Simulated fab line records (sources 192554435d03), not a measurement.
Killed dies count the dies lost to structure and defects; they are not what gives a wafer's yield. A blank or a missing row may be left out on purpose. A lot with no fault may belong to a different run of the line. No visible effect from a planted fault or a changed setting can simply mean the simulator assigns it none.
fab line records | flow n5-finfet | part 2 of 2: steps 21 to 33 of 33
record lots=5 wafers=15 last-day=17
route steps=1938 shown PMOS_HMC_CHANNEL_EPI@59 FIN_SAQP@90
lots with no fault: from the same line, run without faults
start-h: hours from the record's first day to the start of the lot's first wafer shown | wait-h: how many hours have passed since the lot's step before this one | " repeats the value in the row above | L1.1+2: a single row standing in for several wafers | - value missing, or start not given | * or withheld: withheld | < > ~ a bound
route shown NAME@n: NAME is a module with steps in the file, n the number in the route of the first one | usual: mean/standard deviation of fault-free wafers | same: alike in all rows | chamber/n: place in a boat | sites: readings site by site | _std_site: standard deviation across them | _edge_site: inner sites' mean taken away from outer sites' mean | radius-mm: for every site, how far away it sits from the centre of the wafer | mask NAME#n: copy n | behind: tool/chamber where the wafer was last shaped | hold: the reason the lot was held/the length of the hold in hours/how it ended | device: names the non-switching transistor (n, p or np) | end of line: tests run on the same wafers once the route is complete | where a step has no rows: the recipe by itself | killed: count of dies lost to structure and defects at first sort (not the wafer's yield) | map: the dies of a wafer, with x for killed, . for not killed, _ for no die there
set.NAME: the setting as run; set.NAME@STEP: as run at that earlier step | model.NAME: the simulator's own value behind a step, which no gauge read
lots seen at some steps along the route; tables by step, rows by wafer
services: a tool's chamber out of use, with start hour (start-h, from the record's first day; less than 0 if before it), hours out, and reason
## steps
# step N5_PMOS_HMC_CHANNEL_EPI_HM_STRIP_35
# recipe chemistry=dHF temp-c=25 material=SiO2 target=SiO2 target-depth-a=396 time-s=216
# columns lot.wafer tool chamber start-h wait-h
L075.1+3+4 wet-bench-04 3,6,2 25.28 1.0
L077.2+3+6 wet-bench-01 4,0,1 37.40 0.8
L078.4+5+6 wet-bench-01 7,0,5 43.08 0.4
L086.1+2+5 wet-bench-04 5,6,2 91.68 1.0
L094.2+3+6 wet-bench-06 7,0,5 139.28 0.8
# step N5_PMOS_HMC_CHANNEL_EPI_SRD_39
# recipe dry=ipa-marangoni time-s=30 temp-c=23 rinse-liquid=diw
# columns lot.wafer tool chamber start-h wait-h
L075.1+3+4 wet-bench-04 3,6,2 25.35 0.0
L077.2+3+6 wet-bench-01 4,0,1 37.46 0.0
L078.4+5+6 wet-bench-01 7,0,5 43.14 0.0
L086.1+2+5 wet-bench-04 5,6,2 91.74 0.0
L094.2+3+6 wet-bench-06 7,0,5 139.35 0.0
# step N5_PMOS_HMC_CHANNEL_EPI_CMP_21
# recipe material=SiGe30 post-cmp-clean=alkaline-brush target-thk-nm=54
# usual motor-current-A=12.6/1.5 slurry-flow-ml-min=150.1/0.48
# columns lot.wafer tool chamber start-h wait-h motor-current-A slurry-flow-ml-min
L075.4 cmp-04 1 25.39 0.0 11.5 150.8
L075.3 " 2 " " 11.8 150.9
L075.1 " 3 " " 13.2 149.2
L077.2 cmp-03 0 37.54 0.1 12.4 150.3
L077.3 " 1 " " 10.3 151.3
L077.6 " 3 " " 15.2 150.7
L078.4 cmp-03 1 43.18 0.0 10.2 149.4
L078.5 " 1 " " 10.3 149.2
L078.6 " 2 " " 11.1 149.6
L086.1 cmp-02 1 91.78 0.0 13.3 150.0
L086.2 " 2 " " 13.3 150.5
L086.5 " 1 " " 13.1 149.9
L094.3 cmp-03 3 139.39 0.0 15.6 150.0
L094.2 " 1 " " 10.1 150.7
L094.6 " 3 " " 16.4 150.2
# step N5_PMOS_HMC_CHANNEL_EPI_THK_MEAS_22
# recipe reads=SiGe30_of_PMOS_HMC_CHANNEL_EPI_EPI_20
# usual HMC_CMP_THK=53.9/1.4
# columns lot.wafer tool chamber start-h wait-h HMC_CMP_THK[nm]
L075.1 film-metro-02 - 25.68 - 50.0
L075.3 " - " " 53.5
L075.4 " - " " 55.6
L077.2 film-metro-01 - 37.79 - 53.0
L077.3 " - " " 55.1
L077.6 " - " " 50.4
L078.4 film-metro-02 - 43.48 - 49.7
L078.5 " - " " 54.4
L078.6 " - " " 51.8
L086.1 film-metro-01 - 92.08 - 54.6
L086.2 " - " " 54.5
L086.5 " - " " 55.1
L094.2 film-metro-02 - 139.69 - 53.8
L094.3 " - " " 53.0
L094.6 " - " " 50.4
# step N5_PMOS_HMC_CHANNEL_EPI_PRECLEAN_40
# recipe chemistry=DHF time-s=30 temp-c=25 dilution=withheld
# columns lot.wafer tool chamber start-h wait-h
L075.1+3+4 wet-bench-01 4,6,5 25.71 0.0
L077.2+3+6 wet-bench-06 5,6,2 37.82 0.0
L078.4+5+6 wet-bench-06 6,3,7 43.50 0.0
L086.1+2+5 wet-bench-01 5,6,1 92.10 0.0
L094.2+3+6 wet-bench-06 1,7,2 139.71 0.0
# step N5_PMOS_HMC_CHANNEL_EPI_PRECLEAN_37
# recipe chemistry=O3/DIW time-s=45 temp-c=22 o3-ppm=10
# usual o3-ppm=10.01/0.097
# columns lot.wafer tool chamber start-h wait-h o3-ppm
L075.1 wet-bench-01 4 25.72 0.0 10.03
L075.3 " 6 " " 10.00
L075.4 " 5 " " 9.87
L077.2 wet-bench-06 5 37.83 0.0 9.98
L077.3 " 6 " " 10.00
L077.6 " 2 " " 10.13
L078.4 wet-bench-06 6 43.51 0.0 10.17
L078.5 " 3 " " 10.14
L078.6 " 7 " " 10.06
L086.1 wet-bench-01 5 92.11 0.0 10.01
L086.2 " 6 " " 10.12
L086.5 " 1 " " 10.14
L094.2 wet-bench-06 1 139.73 0.0 9.95
L094.3 " 7 " " 9.97
L094.6 " 2 " " 10.15
# step N5_PMOS_HMC_CHANNEL_EPI_PRECLEAN_24
# recipe chemistry=DHF time-s=30 temp-c=25 dilution=withheld
# columns lot.wafer tool chamber start-h wait-h
L075.1+3+4 wet-bench-01 4,6,5 25.73 0.0
L077.2+3+6 wet-bench-06 5,6,2 37.84 0.0
L078.4+5+6 wet-bench-06 6,3,7 43.52 0.0
L086.1+2+5 wet-bench-01 5,6,1 92.13 0.0
L094.2+3+6 wet-bench-06 1,7,2 139.74 0.0
# step N5_PMOS_HMC_CHANNEL_EPI_SRD_25
# recipe dry=ipa-marangoni do-ppb=5 time-s=30 temp-c=23 rinse-liquid=diw
# columns lot.wafer tool chamber start-h wait-h
L075.1+3+4 wet-bench-01 4,6,5 25.74 0.0
L077.2+3+6 wet-bench-06 5,6,2 37.85 0.0
L078.4+5+6 wet-bench-06 6,3,7 43.53 0.0
L086.1+2+5 wet-bench-01 5,6,1 92.14 0.0
L094.2+3+6 wet-bench-06 1,7,2 139.75 0.0
# step N5_PMOS_HMC_CHANNEL_EPI_EPI_26
# recipe material=Si target-thk-a=38 temp-c=650 precursor=SiH4/H2 pressure-torr=20 time-s=22.7
# usual chamber-pressure-Torr=20.00/0.045 susceptor_temp_C_max=652.5/0.76 throttle-valve-pct=11.1/0.44
# columns lot.wafer tool chamber start-h wait-h chamber-pressure-Torr susceptor_temp_C_max throttle-valve-pct
L075.1 epi-rpcvd-03 0 25.79 0.0 20.09 652.8 11.6
L075.3 " 0 " " 20.04 654.0 11.6
L075.4 " 0 " " 20.08 653.6 11.5
L077.2 epi-rpcvd-03 0 37.95 0.1 20.00 651.9 11.7
L077.3 " 0 " " 20.03 652.6 11.6
L077.6 " 0 " " 20.02 652.2 11.6
L078.4 epi-rpcvd-03 0 43.73 0.2 19.97 652.4 11.6
L078.5 " 0 " " 20.07 653.0 11.6
L078.6 " 0 " " 19.86 652.3 11.6
L086.1 epi-rpcvd-01 0 92.18 0.0 20.08 653.0 10.3
L086.2 " 0 " " 20.04 652.5 10.8
L086.5 " 0 " " 20.04 653.8 10.5
L094.2 epi-rpcvd-02 0 139.85 0.1 20.02 651.2 10.6
L094.3 " 0 " " 20.03 651.9 10.7
L094.6 " 0 " " 19.97 651.8 10.9
# step N5_PMOS_HMC_CHANNEL_EPI_INSPECT_30
# recipe inspect-instrument=darkfield mode=post-epi
# usual raw-defect-count=22/7
# columns lot.wafer tool chamber start-h wait-h raw-defect-count
L075.1 defect-inspect-01 - 26.16 0.0 16
L075.3 " - " " 20
L075.4 " - " " 16
L077.2 defect-inspect-01 - 38.27 0.0 18
L077.3 " - " " 22
L077.6 " - " " 13
L078.4 defect-inspect-01 - 43.96 0.0 21
L078.5 " - " " 28
L078.6 " - " " 19
L086.1 defect-inspect-01 - 92.55 0.0 17
L086.2 " - " " 21
L086.5 " - " " 19
L094.2 defect-inspect-02 - 140.17 0.0 20
L094.3 " - " " 21
L094.6 " - " " 18
# step N5_FIN_SAQP_PRECLEAN_42
# recipe chemistry=O3/DIW time-s=60 temp-c=22 o3-ppm=10
# usual o3-ppm=10.00/0.1
# columns lot.wafer tool chamber start-h wait-h o3-ppm
L075.1 wet-bench-03 1 26.19 0.0 9.85
L075.3 " 4 " " 9.91
L075.4 " 5 " " 10.02
L077.2 wet-bench-03 0 38.30 0.0 9.96
L077.3 " 6 " " 10.10
L077.6 " 7 " " 9.96
L078.4 wet-bench-02 1 43.98 0.0 10.16
L078.5 " 6 " " 9.91
L078.6 " 5 " " 10.08
L086.1 wet-bench-02 4 92.58 0.0 9.99
L086.2 " 6 " " 9.98
L086.5 " 7 " " 10.06
L094.2 wet-bench-03 1 140.20 0.0 9.92
L094.3 " 2 " " 10.20
L094.6 " 7 " " 10.07
# step N5_FIN_SAQP_PRECLEAN_00
# recipe chemistry=SC1 time-s=60 temp-c=55 mix=1:2:50
# usual nh4oh-flow-mL-min=28.31/0.1
# columns lot.wafer tool chamber start-h wait-h nh4oh-flow-mL-min
L075.1 wet-bench-03 1 26.21 0.0 28.32
L075.3 " 4 " " 28.34
L075.4 " 5 " " 28.19
L077.2 wet-bench-03 0 38.32 0.0 28.35
L077.3 " 6 " " 28.41
L077.6 " 7 " " 28.31
L078.4 wet-bench-02 1 44.00 0.0 28.29
L078.5 " 6 " " 28.17
L078.6 " 5 " " 28.50
L086.1 wet-bench-02 4 92.60 0.0 28.27
L086.2 " 6 " " 28.34
L086.5 " 7 " " 28.39
L094.2 wet-bench-03 1 140.22 0.0 28.21
L094.3 " 2 " " 28.43
L094.6 " 7 " " 28.36
# step N5_FIN_SAQP_PRECLEAN_44
# recipe chemistry=SC2 time-s=45 temp-c=35 mix=1:1:50
# columns lot.wafer tool chamber start-h wait-h
L075.1+3+4 wet-bench-03 1,4,5 26.23 0.0
L077.2+3+6 wet-bench-03 0,6,7 38.33 0.0
L078.4+5+6 wet-bench-02 1,6,5 44.02 0.0
L086.1+2+5 wet-bench-02 4,6,7 92.62 0.0
L094.2+3+6 wet-bench-03 1,2,7 140.23 0.0
## services
# columns tool chamber start-h hours kind
rie-si-01 - -0.73 0.3 repair
rie-diel-05 - 0.21 2.8 pm
rie-si-03 - 1.21 0.2 repair
cmp-03 - 5.03 28.7 repair
arfi-scanner-02 - 8.20 1.3 pm
wet-bench-03 - 16.29 4.0 repair
epi-rpcvd-03 - 21.64 2.8 pm
rie-diel-06 2 24.18 3.1 repair
rie-diel-05 0 37.71 7.3 repair
rie-diel-05 1 39.67 8.3 repair
arfi-scanner-02 - 48.26 1.0 pm
rie-si-03 1 54.16 1.3 repair
arfi-scanner-01 - 65.03 0.5 repair
arfi-scanner-01 - 66.01 1.3 pm
arfi-scanner-01 - 72.91 2.2 repair
rie-diel-06 2 78.18 2.0 repair
arfi-scanner-02 - 86.39 0.5 repair
arfi-scanner-01 - 92.12 1.0 pm
rie-diel-02 3 92.77 4.0 repair
arfi-scanner-02 - 100.98 0.8 pm
arfi-scanner-02 - 112.11 120.0 pm
rie-diel-06 3 114.49 7.7 repair
rie-diel-05 1 130.42 3.7 repair
cmp-03 - 133.53 0.3 repair
